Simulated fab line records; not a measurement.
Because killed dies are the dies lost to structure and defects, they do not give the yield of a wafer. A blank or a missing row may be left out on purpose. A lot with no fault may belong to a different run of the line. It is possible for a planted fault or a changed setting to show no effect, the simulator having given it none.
fab line records -- flow nand-harc
[record] lots = 5, wafers = 15, last-day = 24
route steps=1159 shown A_ONON_D1@432 A_CHANNEL_HOLE_D1@450
lots with no fault: from the same line, run without faults
start-h: hours from the record's first day to the start of the lot's first wafer shown -- wait-h: hours elapsed since this lot's preceding step -- " the same as in the row above -- L1.1+2: several wafers, shown together as one row -- - no value, or no start was given -- * or withheld: withheld -- < > ~ a bound
route shown NAME@n: a module of which the file shows steps, and the number in the route of the first -- usual: the fault-free wafers' mean and standard deviation -- same: alike in all rows -- chamber/n: place in a boat -- sites: each site's reading -- _std_site: standard deviation of those values -- _edge_site: inner sites' mean taken away from outer sites' mean -- radius-mm: for every site, how far away it sits from the centre of the wafer -- mask NAME#n: copy n -- behind: tool/chamber where the wafer was last shaped -- hold: reason for holding the lot/hours on hold/outcome of the hold -- device: which transistor (n, p or np) failed to switch -- end of line: the route-end tests of the same wafers -- for a step that has no rows: nothing shown but its recipe -- killed: at the first sort, the dies lost to defects and structure; wafer yield is something else -- map: a wafer's dies, x killed, . not, _ none there
set.NAME: setting as actually run; set.NAME@STEP: the setting as run at that earlier step -- model.NAME: the simulator's own value behind a step, which no gauge read
certain route steps with their lots: each step a table, each wafer a row
services: the hour from which a tool's chamber was out of use, counted from the record's first day as start-h (under 0 if before that day), plus the number of hours and why
[[steps]]
[step NHARC_A_ONON_D1_DEP_12]
[recipe] target-thk-a = 10000, n2-flow-sccm = 2750, n2o-flow-sccm = 2000, nh3-flow-sccm = 500, sih4-flow-sccm = 210, temp-c = 400
lot.wafer,tool,chamber,start-h,wait-h
L075.1+4+6,pecvd-onon-03,0,174.45,0.1
L076.1+3+6,pecvd-onon-01,0,174.46,0.1
L083.2+4+6,pecvd-onon-01,0,209.99,0.1
L092.2+5+6,pecvd-onon-03,0,264.04,0.1
L095.2+4+5,pecvd-onon-04,0,287.57,0.1
[step NHARC_A_ONON_D1_THK_MEAS_14]
[recipe] thk-meas-gauge = ellipsometry
[usual] thk-nm = 996/10
lot.wafer,tool,chamber,start-h,wait-h,thk-nm
L075.1,film-metro-02,-,174.96,-,1000
L075.4,film-metro-02,-,174.96,-,998
L075.6,film-metro-02,-,174.96,-,998
L076.1,film-metro-01,-,174.97,-,1017
L076.3,film-metro-01,-,174.97,-,1018
L076.6,film-metro-01,-,174.97,-,1019
L083.2,film-metro-02,-,210.44,-,989
L083.4,film-metro-02,-,210.44,-,989
L083.6,film-metro-02,-,210.44,-,988
L092.2,film-metro-02,-,264.50,-,1005
L092.5,film-metro-02,-,264.50,-,1006
L092.6,film-metro-02,-,264.50,-,1004
L095.2,film-metro-02,-,288.02,-,984
L095.4,film-metro-02,-,288.02,-,986
L095.5,film-metro-02,-,288.02,-,983
[step NHARC_A_ONON_D1_ANNEAL_15]
[recipe] temp-c = 750, time-s = 3600
[usual] spike-tc-lower-C = 750.9/0.87
lot.wafer,tool,chamber,start-h,wait-h,spike-tc-lower-C
L075.1,furnace-03,0,177.67,2.7,751.7
L075.4,furnace-03,0,177.67,2.7,750.5
L075.6,furnace-03,0,177.67,2.7,751.7
L076.1,furnace-03,0,177.67,2.7,751.7
L076.3,furnace-03,0,177.67,2.7,750.3
L076.6,furnace-03,0,177.67,2.7,750.4
L083.2,furnace-03,0,212.87,2.4,750.9
L083.4,furnace-03,0,212.87,2.4,749.4
L083.6,furnace-03,0,212.87,2.4,751.4
L092.2,furnace-03,0,268.31,3.8,751.4
L092.5,furnace-03,0,268.31,3.8,751.0
L092.6,furnace-03,0,268.31,3.8,751.8
L095.2,furnace-03,0,291.43,3.4,751.7
L095.4,furnace-03,0,291.43,3.4,749.9
L095.5,furnace-03,0,291.43,3.4,751.4
[step NHARC_A_ONON_D1_DEP_16]
[recipe] target-thk-a = 10000, n2-flow-sccm = 2750, n2o-flow-sccm = 2000, nh3-flow-sccm = 500, sih4-flow-sccm = 210, temp-c = 400
lot.wafer,tool,chamber,start-h,wait-h
L075.1+4+6,pecvd-onon-03,0,181.53,0.1
L076.1+3+6,pecvd-onon-04,0,181.57,0.1
L083.2+4+6,pecvd-onon-03,0,216.84,0.1
L092.2+5+6,pecvd-onon-04,0,272.28,0.1
L095.2+4+5,pecvd-onon-03,0,295.71,0.5
[step NHARC_A_ONON_D1_THK_MEAS_18]
[recipe] thk-meas-gauge = ellipsometry
[usual] thk-nm = 1001/7.4
lot.wafer,tool,chamber,start-h,wait-h,thk-nm
L075.1,film-metro-02,-,182.05,-,1015
L075.4,film-metro-02,-,182.05,-,1016
L075.6,film-metro-02,-,182.05,-,1015
L076.1,film-metro-01,-,182.08,-,994
L076.3,film-metro-01,-,182.08,-,994
L076.6,film-metro-01,-,182.08,-,995
L083.2,film-metro-01,-,217.29,-,1001
L083.4,film-metro-01,-,217.29,-,1003
L083.6,film-metro-01,-,217.29,-,1002
L092.2,film-metro-02,-,272.74,-,996
L092.5,film-metro-02,-,272.74,-,995
L092.6,film-metro-02,-,272.74,-,992
L095.2,film-metro-01,-,296.16,-,998
L095.4,film-metro-01,-,296.16,-,998
L095.5,film-metro-01,-,296.16,-,999
[step NHARC_A_ONON_D1_DEP_19]
[recipe] target-thk-a = 10000, n2-flow-sccm = 2750, n2o-flow-sccm = 2000, nh3-flow-sccm = 500, sih4-flow-sccm = 210, temp-c = 400
lot.wafer,tool,chamber,start-h,wait-h
L075.1+4+6,pecvd-onon-04,0,182.10,0.1
L076.1+3+6,pecvd-onon-01,0,182.23,0.1
L083.2+4+6,pecvd-onon-03,0,217.41,0.1
L092.2+5+6,pecvd-onon-01,0,272.85,0.1
L095.2+4+5,pecvd-onon-04,0,296.27,0.1
[step NHARC_A_ONON_D1_THK_MEAS_21]
[recipe] thk-meas-gauge = ellipsometry
[usual] thk-nm = 1002/11
lot.wafer,tool,chamber,start-h,wait-h,thk-nm
L075.1,film-metro-01,-,182.62,-,997
L075.4,film-metro-01,-,182.62,-,998
L075.6,film-metro-01,-,182.62,-,998
L076.1,film-metro-01,-,182.74,-,993
L076.3,film-metro-01,-,182.74,-,995
L076.6,film-metro-01,-,182.74,-,992
L083.2,film-metro-02,-,217.86,-,1023
L083.4,film-metro-02,-,217.86,-,1021
L083.6,film-metro-02,-,217.86,-,1022
L092.2,film-metro-01,-,273.31,-,996
L092.5,film-metro-01,-,273.31,-,997
L092.6,film-metro-01,-,273.31,-,996
L095.2,film-metro-02,-,296.73,-,999
L095.4,film-metro-02,-,296.73,-,999
L095.5,film-metro-02,-,296.73,-,998
[step NHARC_A_ONON_D1_DEP_22]
[recipe] target-thk-a = 10000, n2-flow-sccm = 2750, n2o-flow-sccm = 2000, nh3-flow-sccm = 500, sih4-flow-sccm = 210, temp-c = 400
lot.wafer,tool,chamber,start-h,wait-h
L075.1+4+6,pecvd-onon-01,0,182.70,0.1
L076.1+3+6,pecvd-onon-03,0,182.80,0.1
L083.2+4+6,pecvd-onon-04,0,217.97,0.1
L092.2+5+6,pecvd-onon-04,0,273.42,0.1
L095.2+4+5,pecvd-onon-01,0,296.84,0.1
[step NHARC_A_ONON_D1_THK_MEAS_24]
[recipe] thk-meas-gauge = ellipsometry
[usual] thk-nm = 1003/8.1
lot.wafer,tool,chamber,start-h,wait-h,thk-nm
L075.1,film-metro-02,-,183.21,-,1009
L075.4,film-metro-02,-,183.21,-,1009
L075.6,film-metro-02,-,183.21,-,1010
L076.1,film-metro-02,-,183.31,-,993
L076.3,film-metro-02,-,183.31,-,992
L076.6,film-metro-02,-,183.31,-,992
L083.2,film-metro-01,-,218.43,-,1003
L083.4,film-metro-01,-,218.43,-,1003
L083.6,film-metro-01,-,218.43,-,1002
L092.2,film-metro-01,-,273.87,-,1011
L092.5,film-metro-01,-,273.87,-,1011
L092.6,film-metro-01,-,273.87,-,1010
L095.2,film-metro-02,-,297.29,-,995
L095.4,film-metro-02,-,297.29,-,994
L095.5,film-metro-02,-,297.29,-,995
[step NHARC_A_ONON_D1_DEP_25]
[recipe] target-thk-a = 10000, n2-flow-sccm = 2750, n2o-flow-sccm = 2000, nh3-flow-sccm = 500, sih4-flow-sccm = 210, temp-c = 400
lot.wafer,tool,chamber,start-h,wait-h
L075.1+4+6,pecvd-onon-03,0,183.27,0.1
L076.1+3+6,pecvd-onon-04,0,183.37,0.1
L083.2+4+6,pecvd-onon-01,0,218.54,0.1
L092.2+5+6,pecvd-onon-03,0,273.99,0.1
L095.2+4+5,pecvd-onon-03,0,297.41,0.1
[step NHARC_A_ONON_D1_THK_MEAS_27]
[recipe] thk-meas-gauge = ellipsometry
[usual] thk-nm = 1001/9.5
lot.wafer,tool,chamber,start-h,wait-h,thk-nm
L075.1,film-metro-02,-,183.77,-,1005
L075.4,film-metro-02,-,183.77,-,1007
L075.6,film-metro-02,-,183.77,-,1006
L076.1,film-metro-01,-,183.88,-,997
L076.3,film-metro-01,-,183.88,-,1000
L076.6,film-metro-01,-,183.88,-,1000
L083.2,film-metro-01,-,218.99,-,994
L083.4,film-metro-01,-,218.99,-,994
L083.6,film-metro-01,-,218.99,-,993
L092.2,film-metro-02,-,274.44,-,1006
L092.5,film-metro-02,-,274.44,-,1005
L092.6,film-metro-02,-,274.44,-,1004
L095.2,film-metro-02,-,297.86,-,995
L095.4,film-metro-02,-,297.86,-,995
L095.5,film-metro-02,-,297.86,-,993
[step NHARC_A_ONON_D1_DEP_28]
[recipe] target-thk-a = 10000, n2-flow-sccm = 2750, n2o-flow-sccm = 2000, nh3-flow-sccm = 500, sih4-flow-sccm = 210, temp-c = 400
lot.wafer,tool,chamber,start-h,wait-h
L075.1+4+6,pecvd-onon-04,0,183.83,0.1
L076.1+3+6,pecvd-onon-01,0,183.94,0.1
L083.2+4+6,pecvd-onon-04,0,219.24,0.2
L092.2+5+6,pecvd-onon-01,0,274.55,0.1
L095.2+4+5,pecvd-onon-04,0,297.97,0.1
[step NHARC_A_ONON_D1_THK_MEAS_30]
[recipe] thk-meas-gauge = ellipsometry
[usual] thk-nm = 1001/11
lot.wafer,tool,chamber,start-h,wait-h,thk-nm
L075.1,film-metro-01,-,184.34,-,1005
L075.4,film-metro-01,-,184.34,-,1005
L075.6,film-metro-01,-,184.34,-,1005
L076.1,film-metro-02,-,184.45,-,995
L076.3,film-metro-02,-,184.45,-,995
L076.6,film-metro-02,-,184.45,-,996
L083.2,film-metro-02,-,219.69,-,1005
L083.4,film-metro-02,-,219.69,-,1009
L083.6,film-metro-02,-,219.69,-,1010
L092.2,film-metro-01,-,275.02,-,971
L092.5,film-metro-01,-,275.02,-,971
L092.6,film-metro-01,-,275.02,-,972
L095.2,film-metro-02,-,298.43,-,1013
L095.4,film-metro-02,-,298.43,-,1014
L095.5,film-metro-02,-,298.43,-,1015
[step NHARC_A_ONON_D1_DEP_33]
[recipe] target-thk-a = 2000, temp-c = 400, pressure-torr = 6.5, rf-w = 900, teos-flow-sccm = 161.4, flow-sccm = 2650, target-thk-nm = 200, gas = O2, material = SiO2
[usual] heater-power-w = 577/110, mfc-precursor-sccm = 161.4/0.48, throttle-valve-pct = 15.8/0.4
lot.wafer,tool,chamber,start-h,wait-h,heater-power-w,mfc-precursor-sccm,throttle-valve-pct
L075.1,pecvd-01,1,184.49,0.1,461,161.9,16.7
L075.6,pecvd-01,2,184.49,0.1,418,161.2,15.9
L075.4,pecvd-01,1,184.49,0.1,460,161.9,16.7
L076.3,pecvd-02,2,184.51,0.1,728,160.4,15.4
L076.1,pecvd-02,1,184.51,0.1,560,161.2,15.4
L076.6,pecvd-02,1,184.51,0.1,574,160.7,15.6
L083.2,pecvd-02,2,220.14,0.4,718,161.7,15.7
L083.4,pecvd-02,0,220.14,0.4,604,161.9,16.0
L083.6,pecvd-02,1,220.14,0.4,621,161.8,15.5
L092.2,pecvd-02,0,275.08,0.1,577,160.2,16.0
L092.5,pecvd-02,0,275.08,0.1,584,161.3,15.7
L092.6,pecvd-02,1,275.08,0.1,533,161.2,15.6
L095.2,pecvd-04,1,298.58,0.1,662,162.2,16.0
L095.4,pecvd-04,2,298.58,0.1,429,162.2,16.1
L095.5,pecvd-04,1,298.58,0.1,663,162.0,15.9
[step NHARC_A_ONON_D1_THK_MEAS_34]
[recipe] thk-meas-gauge = ellipsometry
[usual] thk-nm = 200/4.2
lot.wafer,tool,chamber,start-h,wait-h,thk-nm
L075.1,film-metro-02,-,184.81,-,197
L075.4,film-metro-02,-,184.81,-,202
L075.6,film-metro-02,-,184.81,-,205
L076.1,film-metro-02,-,184.95,-,200
L076.3,film-metro-02,-,184.95,-,199
L076.6,film-metro-02,-,184.95,-,200
L083.2,film-metro-02,-,220.47,-,195
L083.4,film-metro-02,-,220.47,-,205
L083.6,film-metro-02,-,220.47,-,198
L092.2,film-metro-01,-,275.49,-,203
L092.5,film-metro-01,-,275.49,-,204
L092.6,film-metro-01,-,275.49,-,196
L095.2,film-metro-02,-,298.90,-,199
L095.4,film-metro-02,-,298.90,-,200
L095.5,film-metro-02,-,298.90,-,200
[step NHARC_A_ONON_D1_INSPECT_32]
[usual] raw-defect-count = 75/27
lot.wafer,tool,chamber,start-h,wait-h,raw-defect-count
L075.1,defect-inspect-02,-,184.90,0.0,42
L075.4,defect-inspect-02,-,184.90,0.0,33
L075.6,defect-inspect-02,-,184.90,0.0,30
L076.1,defect-inspect-02,-,185.01,0.0,54
L076.3,defect-inspect-02,-,185.01,0.0,53
L076.6,defect-inspect-02,-,185.01,0.0,33
L083.2,defect-inspect-01,-,220.55,0.0,91
L083.4,defect-inspect-01,-,220.55,0.0,52
L083.6,defect-inspect-01,-,220.55,0.0,59
L092.2,defect-inspect-02,-,275.58,0.1,90
L092.5,defect-inspect-02,-,275.58,0.1,65
L092.6,defect-inspect-02,-,275.58,0.1,124
L095.2,defect-inspect-01,-,298.98,0.0,65
L095.4,defect-inspect-01,-,298.98,0.0,85
L095.5,defect-inspect-01,-,298.98,0.0,62
[step NHARC_A_CHANNEL_HOLE_D1_DEP_00]
[recipe] target-thk-a = 31000, temp-c = 400, material = aC
[usual] throttle-valve-pct = 35.000/0.0086
lot.wafer,tool,chamber,start-h,wait-h,throttle-valve-pct
L075.1,acl-dep-01,0,186.44,1.5,35.002
L075.4,acl-dep-01,0,186.44,1.5,34.999
L075.6,acl-dep-01,0,186.44,1.5,35.003
L076.1,acl-dep-03,0,186.83,1.8,34.984
L076.3,acl-dep-03,0,186.83,1.8,34.989
L076.6,acl-dep-03,0,186.83,1.8,35.007
L083.2,acl-dep-03,0,221.78,1.2,34.994
L083.4,acl-dep-03,0,221.78,1.2,34.998
L083.6,acl-dep-03,0,221.78,1.2,34.981
L092.2,acl-dep-01,0,275.96,0.4,35.003
L092.5,acl-dep-01,0,275.96,0.4,35.021
L092.6,acl-dep-01,0,275.96,0.4,34.997
L095.2,acl-dep-03,0,303.53,4.5,34.989
L095.4,acl-dep-03,0,303.53,4.5,35.003
L095.5,acl-dep-03,0,303.53,4.5,34.994
[[services]]
tool,chamber,start-h,hours,kind
pecvd-02,-,153.00,13.0,pm
pecvd-02,0,153.00,13.0,vent-cycle
pecvd-02,1,153.00,13.0,vent-cycle
pecvd-02,2,153.00,13.0,vent-cycle
pecvd-onon-03,-,153.31,13.0,pm
pecvd-02,0,166.00,-,clean
pecvd-02,1,166.00,-,clean
pecvd-02,2,166.00,-,clean
pecvd-04,-,195.00,13.0,pm
pecvd-04,0,195.00,13.0,vent-cycle
pecvd-04,1,195.00,13.0,vent-cycle
pecvd-04,2,195.00,13.0,vent-cycle
pecvd-onon-01,-,195.00,13.0,pm
pecvd-01,-,204.38,0.6,repair
acl-dep-03,-,225.03,13.0,pm
pecvd-onon-04,-,237.00,13.0,pm
pecvd-01,-,237.05,13.0,pm
pecvd-04,2,246.76,4.9,repair
pecvd-04,1,251.20,27.9,repair
pecvd-02,-,251.24,3.0,repair
pecvd-01,-,290.37,2.0,repair
acl-dep-01,-,294.22,13.0,pm
pecvd-01,1,297.26,19.5,repair
acl-dep-03,-,297.61,3.7,repair
[[key]]
fault none
